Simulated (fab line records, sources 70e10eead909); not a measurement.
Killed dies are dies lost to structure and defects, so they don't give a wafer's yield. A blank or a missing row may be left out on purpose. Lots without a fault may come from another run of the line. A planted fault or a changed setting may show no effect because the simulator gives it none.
One fault seen from 2 desks | flow nand_harc | each desk has only its own numbers; what lay behind them comes last

THE METROLOGY DESK
What the gauges read, lot by lot, whatever tool the lot ran on: means of the sampled wafers that have a number. A lot is out of limits, marked OUT, if its mean lies more than 4 standard deviations from the usual mean; the brackets give that distance.
Columns: A = cd_nm at NHARC_P_ZERO_WELL_CD_MEAS_52, usual 1998.9 nm; B = trench_depth_nm at NHARC_P_STI_OCD_MEAS_17, usual 301 nm; C = trench_foot_cd_nm at NHARC_P_STI_OCD_MEAS_17, usual 157.5 nm; D = cd_nm at NHARC_P_GATE_CD_MEAS_11, usual 1640.1 nm
lot  | first seen here | A      | B   | C     | D
L450 | day 2 04:14     | 1997.7 | 300 | 156.1 | 1640.2
L452 | day 2 21:48     | 1996.6 | 305 | 160.1 | 1642.3
L453 | day 3 08:01     | 1998.0 | 299 | 160.4 | 1639.6
L454 | day 3 17:52     | 1999.8 | 297 | 159.4 | 1639.2
L456 | day 4 14:13     | 1998.0 | 304 | 153.7 | 1639.7
L459 | day 5 19:49     | 1997.0 | 302 | 156.9 | 1638.9
L461 | day 6 15:54     | 1998.5 | 299 | 157.4 | 1639.5
L462 | day 7 03:48     | 1997.9 | 302 | 156.8 | 1640.6
L463 | day 7 11:37     | 2001.1 | 299 | 155.8 | 1640.5
L464 | day 7 21:49     | 1998.5 | 301 | 155.7 | 1638.5
L466 | day 8 19:06     | 1999.6 | 302 | 157.8 | 1640.5
L467 | day 9 03:36     | 1999.5 | 302 | 156.7 | 1639.6
L468 | day 9 14:16     | 1997.5 | 301 | 157.3 | 1640.7
L471 | day 10 19:38    | 1999.3 | 301 | 158.1 | 1642.4
L473 | day 11 15:45    | 1997.4 | 302 | 156.4 | 1640.7
This desk's finding: nothing out of limits on any of the 15 lots.

THE TOOL OWNER'S DESK: litho_track-02
The tool's own readings at NHARC_P_ZERO_WELL_SOFTBAKE_06 (time 70 s): means of the sampled wafers that have a number, for each lot that ran on this tool. A lot is out of limits, marked OUT, if its mean lies more than 4 standard deviations from the usual mean; the brackets give that distance.
Columns: A = heater_power_total_W at NHARC_P_ZERO_WELL_SOFTBAKE_06, usual 200.7 W; B = resist_line_temp_C at NHARC_P_ZERO_WELL_SOFTBAKE_06, usual 23.01 C
lot  | first seen here | A                | B
L450 | day 1 20:00     | 201.3            | 23.09
L456 | day 4 08:00     | 201.5            | 23.03
L459 | day 5 14:00     | 193.7 (-5.0) OUT | 23.01
L461 | day 6 10:00     | 193.9 (-4.9) OUT | 23.05
L462 | day 6 20:00     | 193.7 (-5.0) OUT | 23.19
This desk's finding: out of limits on L459, L461, L462; first on L459, day 5 14:00 (heater_power_total_W at NHARC_P_ZERO_WELL_SOFTBAKE_06). In limits: L450, L456.

PUT TOGETHER
The tool owner's desk could have raised an alarm at day 5 14:00, on L459, L461, L462.
The metrology desk saw nothing out of limits.
The metrology desk has L459, L461, L462 on record, within its limits.
Of the lots named, all ran NHARC_P_ZERO_WELL_SOFTBAKE_06 on litho_track-02.

WHAT THE SIMULATOR HAD PUT IN
Process parameter drift: litho_track-02, from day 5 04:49 on, at NHARC_P_ZERO_WELL_SOFTBAKE_06. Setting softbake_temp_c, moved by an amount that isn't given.
Lots struck among those shown: L459, L461, L462.
Hours from the fault's start to each desk's first reading out of limits: the tool owner's desk, 9.
